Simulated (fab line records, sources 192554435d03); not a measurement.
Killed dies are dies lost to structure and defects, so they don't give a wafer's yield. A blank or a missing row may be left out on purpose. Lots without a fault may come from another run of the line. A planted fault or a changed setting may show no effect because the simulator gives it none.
Which tool did it? | flow n5_finfet | 9 lots, 27 wafers sampled, at 7 steps of a route of 1938

WHAT THE GAUGES READ, wafer by wafer
N5_MOL_CONTACT_COAG_CD_MEAS_84: target cd 25.1 nm. Usual: cd_nm 25.11 nm, standard deviation 0.23.
lot  | measured     | on        | cd_nm (nm)        | flag
L225 | day 5 12:21  | cd_sem-03 | 25.56 24.82 25.12 |
L227 | day 5 21:24  | cd_sem-01 | 25.27 25.06 24.75 |
L234 | day 7 16:18  | cd_sem-02 | 25.20 25.11 24.94 |
L236 | day 8 04:22  | cd_sem-02 | 24.67 25.10 25.33 |
L238 | day 9 00:26  | cd_sem-01 | 25.29 25.38 25.27 |
L241 | day 9 13:11  | cd_sem-02 | 25.40 25.49 25.39 |
L243 | day 9 20:52  | cd_sem-01 | 25.33 25.03 25.20 |
L245 | day 10 13:23 | cd_sem-03 | 25.19 25.18 25.43 |
L246 | day 10 15:45 | cd_sem-01 | 25.27 25.10 25.25 |

N5_MOL_CONTACT_COAG_INSPECT_57: inspects for defects (brightfield). Usual: raw_defect_count 212, standard deviation 59.
lot  | measured     | on                | raw_defect_count | flag
L225 | day 5 12:26  | defect_inspect-01 | 267 215 249      |
L227 | day 5 21:29  | defect_inspect-02 | 197 170 281      |
L234 | day 7 16:23  | defect_inspect-01 | 794 790 840      | OFF
L236 | day 8 04:27  | defect_inspect-02 | 860 814 770      | OFF
L238 | day 9 00:31  | defect_inspect-01 | 140 197 146      |
L241 | day 9 13:17  | defect_inspect-01 | 161 188 175      |
L243 | day 9 20:58  | defect_inspect-02 | 350 328 433      |
L245 | day 10 13:28 | defect_inspect-01 | 109 141 172      |
L246 | day 10 15:50 | defect_inspect-01 | 232 238 252      |

N5_MOL_CONTACT_COAG_INSPECT_42: inspects for defects (brightfield). Usual: raw_defect_count 211, standard deviation 63.
lot  | measured     | on                | raw_defect_count | flag
L225 | day 5 13:41  | defect_inspect-02 | 243 196 224      |
L227 | day 5 23:02  | defect_inspect-02 | 195 176 283      |
L234 | day 7 18:05  | defect_inspect-01 | 801 779 816      | OFF
L236 | day 8 05:44  | defect_inspect-01 | 887 829 787      | OFF
L238 | day 9 02:21  | defect_inspect-01 | 120 204 133      |
L241 | day 9 14:47  | defect_inspect-01 | 146 182 177      |
L243 | day 9 22:36  | defect_inspect-01 | 388 346 468      | OFF
L245 | day 10 14:44 | defect_inspect-02 | 98 129 156       |
L246 | day 10 17:13 | defect_inspect-02 | 218 225 233      |

N5_BEOL_M4_RC_MEAS_101. Usual: DIBL_N 36.3 mV/V, standard deviation 2; DIBL_P 36.3 mV/V, standard deviation 2.4; IOFF_N 0.16 nA/um, standard deviation 0.034; IOFF_P 0.21 nA/um, standard deviation 0.035; ION_N 672 uA/um, standard deviation 12; ION_P 459 uA/um, standard deviation 6.5; SS_N 71.6 mV/dec, standard deviation 0.67; SS_P 73.3 mV/dec, standard deviation 0.71; VT_N 250 mV, standard deviation 3.5; VT_P -251 mV, standard deviation 3.
lot  | measured     | on        | DIBL_N (mV/V)  | DIBL_P (mV/V)  | IOFF_N (nA/um) | IOFF_P (nA/um) | ION_N (uA/um) | ION_P (uA/um) | SS_N (mV/dec)  | SS_P (mV/dec)  | VT_N (mV)   | VT_P (mV)      | flag
L225 | day 8 03:04  | prober-01 | 35.5 35.7 34.9 | 35.7 35.9 34.7 | 0.15 0.15 0.13 | 0.20 0.21 0.19 | 662 661 655   | 458 459 450   | 71.6 71.4 71.9 | 73.3 72.8 72.6 | 250 254 251 | -251 -251 -251 |
L227 | day 8 16:58  | prober-02 | 35.0 33.2 33.3 | 34.4 31.5 32.3 | 0.14 0.10 0.11 | 0.18 0.13 0.15 | 666 647 650   | 453 440 452   | 71.1 70.8 70.9 | 73.2 72.8 72.7 | 249 256 256 | -254 -256 -253 |
L234 | day 11 21:26 | prober-02 | 38.4 37.1 35.5 | 39.9 37.6 36.4 | 0.19 0.17 0.14 | 0.26 0.24 0.20 | 689 673 669   | 467 465 459   | 71.9 71.4 70.8 | 74.1 73.6 73.8 | 247 251 251 | -250 -246 -249 |
L236 | day 11 20:07 | prober-02 | 37.1 38.7 39.6 | 36.1 37.1 38.6 | 0.15 0.16 0.18 | 0.19 0.20 0.23 | 667 661 677   | 455 450 460   | 71.9 72.4 71.6 | 72.6 73.5 73.8 | 250 250 249 | -252 -251 -248 |
L238 | day 13 00:21 | prober-01 | 40.2 37.9 37.9 | 39.4 37.2 36.3 | 0.22 0.17 0.16 | 0.27 0.22 0.21 | 683 667 667   | 469 463 457   | 72.0 71.9 71.3 | 74.3 74.1 74.1 | 245 249 251 | -246 -249 -251 |
L241 | day 13 05:17 | prober-02 | 39.6 39.0 37.7 | 39.7 39.1 38.0 | 0.21 0.19 0.17 | 0.25 0.24 0.22 | 684 676 674   | 467 463 470   | 72.5 72.7 72.5 | 73.8 73.7 73.3 | 244 249 251 | -249 -249 -251 |
L243 | day 13 20:22 | prober-02 | 36.9 34.1 39.1 | 37.5 33.3 39.4 | 0.17 0.12 0.21 | 0.21 0.14 0.23 | 678 659 682   | 459 448 458   | 71.0 70.7 72.3 | 73.6 72.5 73.4 | 248 255 246 | -251 -256 -251 |
L245 | day 14 05:52 | prober-01 | 37.9 37.1 40.2 | 38.8 37.0 40.1 | 0.20 0.18 0.24 | 0.25 0.22 0.28 | 699 679 693   | 473 463 469   | 72.3 71.9 72.8 | 74.4 73.8 74.6 | 245 246 243 | -248 -249 -250 |
L246 | day 14 01:46 | prober-02 | 36.8 33.8 34.3 | 36.2 32.4 33.0 | 0.16 0.12 0.13 | 0.20 0.15 0.16 | 676 666 672   | 458 460 459   | 71.6 70.9 70.7 | 74.0 72.0 72.4 | 251 255 253 | -249 -256 -252 |

WHICH TOOL RAN EACH LOT (tool, then ch and the chambers of the sampled wafers, then the start)
lot  | N5_MOL_CONTACT_COAG_SPUTTER_143 | N5_MOL_CONTACT_COAG_ALD_123       | N5_MOL_CONTACT_COAG_VIA_ETCH_46
L225 | pvd_sputter-01, day 5 05:57     | ald_sin-03 ch 1,2,3, day 5 11:23  | rie_diel-02 ch 0,1,3, day 5 12:56
L227 | pvd_sputter-01, day 5 14:21     | ald_sin-01 ch 0,2,3, day 5 20:32  | rie_diel-06 ch 1,3, day 5 22:18
L234 | pvd_sputter-02, day 7 10:21     | ald_sin-01 ch 0,3, day 7 15:20    | rie_diel-06 ch 1,2,3, day 7 17:21
L236 | pvd_sputter-02, day 7 20:45     | ald_sin-01 ch 1,2, day 8 03:31    | rie_diel-05 ch 1,3, day 8 04:59
L238 | pvd_sputter-01, day 8 15:19     | ald_sin-03 ch 0,1,2, day 8 23:31  | rie_diel-05 ch 0,1,2, day 9 01:29
L241 | pvd_sputter-01, day 9 04:52     | ald_sin-03 ch 1,2,3, day 9 12:21  | rie_diel-05 ch 1,2,3, day 9 13:55
L243 | pvd_sputter-03, day 9 13:28     | ald_sin-02 ch 0,1,2, day 9 19:53  | rie_diel-05 ch 1,2,3, day 9 21:49
L245 | pvd_sputter-02, day 10 07:17    | ald_sin-01 ch 1,2,3, day 10 12:31 | rie_diel-05 ch 1,2, day 10 14:00
L246 | pvd_sputter-03, day 10 08:19    | ald_sin-02 ch 0,2,3, day 10 14:47 | rie_diel-05 ch 1,2, day 10 16:20
- N5_MOL_CONTACT_COAG_SPUTTER_143: material Co, target thk 2.5 nm.
- N5_MOL_CONTACT_COAG_ALD_123: deposits SiNx, target thk 5 nm, pulse time 1 s, purge time 2 s.
- N5_MOL_CONTACT_COAG_VIA_ETCH_46: etches SiO2 in C4F6/O2, target depth 46 nm, overetch 9.2 nm, time 40 s.

WHAT THE TOOLS THEMSELVES READ (means of the sampled wafers that have a number; where no wafer has one, the mark that the record gives instead)
N5_MOL_CONTACT_COAG_SPUTTER_143. Usual: throttle_valve_pct 30.3 %, standard deviation 1.
lot  | tool           | throttle_valve_pct (%) | flag
L225 | pvd_sputter-01 | 30.6                   |
L227 | pvd_sputter-01 | 30.7                   |
L234 | pvd_sputter-02 | 31.1                   |
L236 | pvd_sputter-02 | 30.6                   |
L238 | pvd_sputter-01 | 30.7                   |
L241 | pvd_sputter-01 | 30.8                   |
L243 | pvd_sputter-03 | 30.1                   |
L245 | pvd_sputter-02 | 29.9                   |
L246 | pvd_sputter-03 | 29.7                   |

N5_MOL_CONTACT_COAG_ALD_123. Usual: heater_power_w 834 W, standard deviation 91; precursor_pulse_height_rel 1.001, standard deviation 0.018.
lot  | tool       | heater_power_w (W) | precursor_pulse_height_rel | flag
L225 | ald_sin-03 | 805                | 1.007                      |
L227 | ald_sin-01 | 922                | 1.009                      |
L234 | ald_sin-01 | 934                | 1.015                      |
L236 | ald_sin-01 | 869                | 1.012                      |
L238 | ald_sin-03 | 807                | 1.002                      |
L241 | ald_sin-03 | 789                | 0.993                      |
L243 | ald_sin-02 | 843                | 0.986                      |
L245 | ald_sin-01 | 843                | 0.998                      |
L246 | ald_sin-02 | 795                | 0.994                      |

N5_MOL_CONTACT_COAG_VIA_ETCH_46. Usual: chamber_pressure_mTorr 9.999 mTorr, standard deviation 0.0093; drypump_motor_current_A 5.9 A, standard deviation 0.59; oes_product_au 0.68 a.u., standard deviation 0.043; rf_vpp_V 1600 V, standard deviation 28; showerhead_plenum_p_Torr 2.84 Torr, standard deviation 0.09; throttle_valve_pct 41.1 %, standard deviation 0.58.
lot  | tool        | chamber_pressure_mTorr (mTorr) | drypump_motor_current_A (A) | oes_product_au (a.u.) | rf_vpp_V (V) | showerhead_plenum_p_Torr (Torr) | throttle_valve_pct (%) | flag
L225 | rie_diel-02 | 9.991                          | 6.0                         | 0.72                  | 1595         | 2.91                            | 41.1                   |
L227 | rie_diel-06 | 10.000                         | 5.2                         | 0.66                  | 1607         | 2.73                            | 40.6                   |
L234 | rie_diel-06 | 9.998                          | 5.1                         | 0.64                  | 1614         | 2.79                            | 41.2                   |
L236 | rie_diel-05 | 9.998                          | 5.9                         | 0.74                  | 1612         | 2.82                            | 41.1                   |
L238 | rie_diel-05 | 10.001                         | 6.4                         | 0.68                  | 1606         | 2.87                            | 41.2                   |
L241 | rie_diel-05 | 10.004                         | 6.2                         | 0.68                  | 1602         | 2.83                            | 41.3                   |
L243 | rie_diel-05 | 9.998                          | 6.1                         | 0.69                  | 1603         | 2.83                            | 41.3                   |
L245 | rie_diel-05 | 9.998                          | 6.4                         | 0.65                  | 1592         | 2.85                            | 41.5                   |
L246 | rie_diel-05 | 9.996                          | 6.4                         | 0.65                  | 1592         | 2.84                            | 41.5                   |

THE ANSWER, worked out from the rows above alone
Rule: a lot is off if the mean of its wafers that have a number lies more than 3 standard deviations from the usual mean. A lot without any number at a reading at which 4 lots or more have one is off too. The other lots that the step has rows for count as sound. The gauges are gone through in route order, then the tools' own readings, and for those a lot's mean is taken as printed above. The first step at which some lot is off is used, and at that step the reading that is off furthest; a lot without a number counts as furthest.
Off: L234, L236, at N5_MOL_CONTACT_COAG_INSPECT_57 (raw_defect_count).
A tool fits if, at a process step before that reading, it ran every lot that is off, and no sound lot after the first of them. The gauges at N5_MOL_CONTACT_COAG_INSPECT_57 are tried like those tools. None of those tried fits.

WHAT THE SIMULATOR HAD PUT IN
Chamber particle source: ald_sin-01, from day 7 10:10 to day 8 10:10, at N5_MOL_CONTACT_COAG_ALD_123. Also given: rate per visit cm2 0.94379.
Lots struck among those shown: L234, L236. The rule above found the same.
